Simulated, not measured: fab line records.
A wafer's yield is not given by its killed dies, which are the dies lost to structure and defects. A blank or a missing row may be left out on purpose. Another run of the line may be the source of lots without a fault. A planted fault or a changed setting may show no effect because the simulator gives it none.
Struck lot and sound lot, side by side / flow nandHarc / 26 out of 1302 route steps
Sound: these wafers, L687.3, L687.4, L687.5. Struck: wafer L703.2. At the end, the cause is stated.
At each step with rows: each side's tool, then ch and its chambers, then its first start. Under that, the readings that differ: sound wafers / struck wafers / difference of the means / sigmas: that difference in standard deviations of wafers without a fault.
alike: readings whose means differ by less than 2 such deviations, and words and numbers that are the same on both sides. not compared: withheld readings, readings that some wafer has no value for, bounds like >300 that may hide the same value, and numbers for which the record gives no deviation and whose values overlap.
Wherever a step has rows on one side only, a row that says differs or no value, or a row with sigmas, the two part there. Numbers that have no deviation but don't overlap get no sigmas and don't part them. A reading missing from all wafers of one side parts the sides only when that side holds two or more wafers.

first, 2 steps without rows for these wafers: NHARC_A_STAIRCASE_SRD_154; NHARC_A_STAIRCASE_ETCH_403 (etches SiO2 in dHF, target depth 108.2 nm).
NHARC_A_STAIRCASE_ETCHBACK_422: etches the open film in CH3F/O2, target depth 40 nm, time 74.286 s.
  sound on rieDiel-06 ch 0,1, day 18 23:55; struck on rieDiel-06 ch 1, day 25 16:47
reading=rfFwdPowerW (W); sound=493.0 493.1 491.6; struck=496.6; difference=+4.0; sigmas=+2
  alike: chamberPressureMTorr, drypumpMotorCurrentA, oesProductAu, rfVppV, showerheadPlenumPTorr, throttleValvePct
  not compared: rfHoursCounterH
then, 1 step without rows for these wafers: NHARC_A_STAIRCASE_ETCH_423 (etches SiO2 in dHF, target depth 30 nm).
NHARC_A_STAIRCASE_ETCHBACK_157: etches the open film in CH3F/O2, target depth 90 nm, time 167.14 s.
  sound on rieDiel-08 ch 0,1,2, day 19 00:17; struck on rieDiel-08 ch 1, day 25 17:08
  alike: chamberPressureMTorr, drypumpMotorCurrentA, oesProductAu, rfFwdPowerW, rfVppV, showerheadPlenumPTorr, throttleValvePct
  not compared: rfHoursCounterH
NHARC_A_STAIRCASE_STRIP_475: strips in O2, time 20 s.
  sound on rieDiel-08 ch 0,1,3; struck on rieDiel-08 ch 3
reading=chamberPressureMTorr (mTorr); sound=59.91 59.90 59.97; struck=60.06; difference=+0.13; sigmas=+3
  alike: drypumpMotorCurrentA, oesProductAu, rfVppV, showerheadPlenumPTorr, throttleValvePct
  not compared: rfHoursCounterH
NHARC_A_STAIRCASE_DEP_471: deposits SiO2, target thk 100 nm.
  sound on pecvd-04 ch 0,2, day 19 00:35; struck on pecvd-04 ch 0, day 25 17:42
reading=heaterPowerOuterW (W); sound=262 319 268; struck=439; difference=+156; sigmas=+3
reading=heaterPowerW (W); sound=494 660 503; struck=847; difference=+295; sigmas=+3
  alike: rfFwdPowerW, throttleValvePct
then, 2 steps without rows for these wafers: NHARC_A_STAIRCASE_CMP_472 (polishes SiO2); NHARC_A_STAIRCASE_SRD_474.
NHARC_A_STAIRCASE_INSPECT_155:
  sound: defectInspect-01 at day 19 01:11; struck: defectInspect-02 at day 25 18:18
  alike: rawDefectCount
NHARC_A_SGD_CUT_DEP_00: deposits SiNx, target thk 50 nm.
  sound on pecvd-01 ch 0,2, day 19 01:44; struck on pecvd-01 ch 2, day 25 18:22
  alike: heaterPowerOuterW, heaterPowerW, rfFwdPowerW
then, 10 steps without rows for these wafers: NHARC_A_SGD_CUT_DEHYDRATE_01 (time 120 s); NHARC_A_SGD_CUT_HMDS_02 (time 30 s); NHARC_A_SGD_CUT_COAT_56 (time 75 s); NHARC_A_SGD_CUT_COAT_57 (time 65 s); NHARC_A_SGD_CUT_COAT_03 (resist thk 90 nm); NHARC_A_SGD_CUT_SOFTBAKE_04 (time 55 s); NHARC_A_SGD_CUT_EBR_05; NHARC_A_SGD_CUT_EXPOSE_06 (exposes mask SGD); NHARC_A_SGD_CUT_PEB_07 (peb time 65 s); NHARC_A_SGD_CUT_DEVELOP_08 (develop time 35 s).
NHARC_A_SGD_CUT_CD_MEAS_09 targets a cd of 100 nm.
  sound on cdSem-01 ch 0, day 19 02:28; struck on cdSem-01 ch 0, day 25 19:05
  alike: cdNm
NHARC_A_SGD_CUT_OVL_MEAS_10:
  sound: overlay-02 at day 19 02:33; struck: overlay-01 at day 25 19:10
reading=overlayYNm (nm); sound=-0.3 -0.9 0.0; struck=2.2; difference=+2.6; sigmas=+3
  alike: overlayXNm
NHARC_A_SGD_CUT_INSPECT_11:
  sound: defectInspect-01 at day 19 02:35; struck: defectInspect-02 at day 25 19:23
reading=rawDefectCount; sound=69 61 48; struck=569; difference=+510; sigmas=+16
  not compared: hold
NHARC_A_SGD_CUT_DESCUM_14: chemistry O2, time 3 s.
  sound on rieDiel-03 ch 0,3, day 19 02:39; struck on rieDiel-07 ch 0, day 25 21:00
reading=hold; sound=- - -; struck=awaitDispo/1.5h/release; difference=no value on the sound wafers; sigmas=
reading=drypumpMotorCurrentA (A); sound=5.3 5.3 5.3; struck=6.6; difference=+1.3; sigmas=+3
  alike: chamberPressureMTorr, oesProductAu, rfVppV, showerheadPlenumPTorr, throttleValvePct
  not compared: rfHoursCounterH
-- jump in the record: it breaks off in module A_SGD_CUT and resumes in module END (first step shown: number 1302 of the route), and 6 days separate the struck wafers' starts before and after --
NHARC_END_SORT_01:
  the record has rows for the struck wafers here (prober-02 ch 0, day 31 16:52) and none for the sound ones

## WHERE THEY PART
First at NHARC_A_STAIRCASE_ETCHBACK_422; last, within this record, at NHARC_END_SORT_01.

WHY: whatever the simulator had introduced
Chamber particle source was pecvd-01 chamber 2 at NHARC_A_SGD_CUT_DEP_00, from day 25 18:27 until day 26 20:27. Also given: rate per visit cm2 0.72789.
